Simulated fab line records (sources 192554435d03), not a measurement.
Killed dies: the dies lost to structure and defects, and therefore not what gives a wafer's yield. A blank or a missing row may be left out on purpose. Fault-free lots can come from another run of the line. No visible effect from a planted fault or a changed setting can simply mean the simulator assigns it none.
Chamber matching    flow n5Finfet    aldSin-03 running N5_BEOL_M0_SAQP_SPACER2_ALD_26: 4 sister chambers
The step deposits SiO2, target thk 15 nm, pulse time 1 s, purge time 2 s. 4 wafers are shown with their chamber, then 10 later ones without.

## WAFERS, EACH WITH ITS CHAMBER
wafer   chamber  heaterPowerW (W)
L077.5  2        460
L082.6  0        412
L089.2  1        487
L089.3  3        435

## WAFERS MISSING THEIR CHAMBER
wafer   heaterPowerW (W)
L089.6  488
L090.4  489
L090.5  444
L090.6  410
L094.4  490
L094.5  417
L094.6  431
L096.1  465
L096.2  493
L096.3  441

## THE CHAMBER EACH PASSED THROUGH
wafer   from the rows above      in truth
L089.6  1                        1
L090.4  1                        1
L090.5  can't be placed: 3 or 2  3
L090.6  0                        0
L094.4  1                        1
L094.5  0                        0
L094.6  3                        3
L096.1  2                        2
L096.2  1                        1
L096.3  3                        3
Correct placement for 9 of the 10. Unplaceable from these rows: 1, with the true chamber sitting among the candidates in 1. Placed wrongly: 0.
How it was worked out, from the rows above alone: a wafer's distance from a chamber is the root of the sum, over the readings, of the square of ((its reading less the chamber's mean) divided by the reading's scatter). The wafer belongs to the nearest chamber; if the next one is less than 2 further off, it can't be placed. Each chamber's mean is taken over the wafers shown for it. The scatter: with one shown wafer a chamber, the root of the mean of the squares of how far each hidden wafer lies from its nearest shown one.
